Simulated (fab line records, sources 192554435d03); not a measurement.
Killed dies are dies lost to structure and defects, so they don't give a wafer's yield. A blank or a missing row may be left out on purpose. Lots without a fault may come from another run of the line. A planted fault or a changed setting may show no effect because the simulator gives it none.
Split-lot experiment | flow n5_finfet | 7 lots, 21 wafers read, on a route of 1938 steps

THE SPLIT
At N5_SDB_COAT_03 (time 60 s, resist thk 100 nm), the setting spin_rpm was moved away from the recipe's 1500 rpm on 10 of the 21 wafers read, by -6.9% to +9.9%. The other wafers ran this setting at the recipe's value.

FROM THE SPLIT TO THE READING: what the file shows between them, 7 steps
- N5_SDB_COAT_04: time 60 s, resist thk 18 nm
- N5_SDB_COAT_05: resist thk 90 nm
- N5_SDB_DESCUM_16: chemistry O2, time 7.9 s
- N5_SDB_ETCH_17: etches SiARC in CF4, target depth 23.4 nm, time 39 s
- N5_SDB_ETCH_18: etches SOC in N2/H2, target depth 100 nm, overetch 20 nm, time 150 s
- N5_SDB_STRIP_19: strips in N2/H2
- N5_SDB_STRIP_21: strips in CF4

THE READING
SOC_of_SDB_COAT_03.thk_nm (the simulator's own value, which no gauge read), in nm, at N5_SDB_HM_OPEN_20 (chemistry CH3F/O2, target SiNx, stops on poly-Si, target depth 24 nm). The file gives no usual value for it. The 11 wafers here that ran the recipe average 83.8 nm, standard deviation 0.67 nm.

wafer  | tool, chamber at the split | spin_rpm as run, rpm | against the recipe | SOC_of_SDB_COAT_03.thk_nm, nm | against lot-mates on the recipe
L075.3 | litho_track-02, 0          | 1563                 | +4.2%              | 81.6                          | -4.0
L075.6 | litho_track-02, 0          | 1563                 | +4.2%              | 81.6                          | -4.0
L075.5 | litho_track-02, 0          | 1500                 | recipe             | 85.6                          | -
L077.1 | litho_track-05, 0          | 1564                 | +4.3%              | 81.8                          | -2.0
L077.2 | litho_track-05, 0          | 1564                 | +4.3%              | 81.6                          | -2.2
L077.6 | litho_track-05, 0          | 1500                 | recipe             | 83.8                          | -
L080.1 | litho_track-05, 0          | 1648                 | +9.9%              | 79.2                          | -4.2
L080.3 | litho_track-05, 0          | 1500                 | recipe             | 83.4                          | -
L080.6 | litho_track-05, 0          | 1648                 | +9.9%              | 79.4                          | -4.0
L083.1 | litho_track-03, 0          | 1500                 | recipe             | 83.2                          | -
L083.3 | litho_track-03, 0          | 1500                 | recipe             | 84                            | -
L083.6 | litho_track-03, 0          | 1500                 | recipe             | 83.8                          | -
L090.3 | litho_track-03, 0          | 1397                 | -6.9%              | 87.8                          | +4.1
L090.5 | litho_track-03, 0          | 1500                 | recipe             | 83.4                          | -
L090.6 | litho_track-03, 0          | 1500                 | recipe             | 84                            | -
L091.2 | litho_track-02, 0          | 1615                 | +7.7%              | 80.4                          | no lot-mate on the recipe
L091.6 | litho_track-02, 0          | 1615                 | +7.7%              | 80.4                          | no lot-mate on the recipe
L091.5 | litho_track-02, 0          | 1615                 | +7.7%              | 80.6                          | no lot-mate on the recipe
L095.2 | litho_track-03, 0          | 1500                 | recipe             | 84.2                          | -
L095.3 | litho_track-03, 0          | 1500                 | recipe             | 83.4                          | -
L095.6 | litho_track-03, 0          | 1500                 | recipe             | 83                            | -

THE FIT
A straight line over all 21 wafers: SOC_of_SDB_COAT_03.thk_nm changes by -0.476 nm for each +1% of spin_rpm; r = -0.97; the points scatter about the line by 0.56 nm.
The same after taking each lot's own level away (the mean of its wafers on the recipe; 18 wafers): -0.506 nm for each +1%; r = -0.93; scatter 0.8 nm.
On that fit, the largest move of spin_rpm shifts the reading by 5 nm.
The lots' own levels span 83.40 to 85.60 nm, that is 3.3 times the standard deviation above.
So the lot-to-lot level changes the slope little: the two slopes agree.
Check: with one of the wafers moved furthest among these (+9.9%) left out of the fit, the line predicts -5.44 nm for it against its lot-mates. It came out at -4.2 nm against them.

THE WHOLE CHAIN: every reading that the file lists as answering this split, in the file's order
step              | what it does                                                         | reading                                                                    | change (the file's fit)               | r (the file's)
N5_SDB_COAT_03    | time 60 s, resist thk 100 nm                                         | SOC_of_SDB_COAT_03.thk_nm (the simulator's own value, which no gauge read) | -0.479 nm for each +1% of the setting | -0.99
N5_SDB_ETCH_18    | etches SOC in N2/H2, target depth 100 nm, overetch 20 nm, time 150 s | etch.depth_nm (the simulator's own value, which no gauge read)             | -0.478 nm for each +1% of the setting | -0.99
N5_SDB_HM_OPEN_20 | chemistry CH3F/O2, target SiNx, stops on poly-Si, target depth 24 nm | SOC_of_SDB_COAT_03.thk_nm (the simulator's own value, which no gauge read) | -0.523 nm for each +1% of the setting | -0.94
N5_SDB_STRIP_22   | strips in N2/H2                                                      | strip_time_to_endpoint_s                                                   | withheld for each +1% of the setting  | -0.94

THE FILE'S OWN FIT
SOC_of_SDB_COAT_03.thk_nm changes by -0.523 nm for each +1% of spin_rpm, r = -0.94.
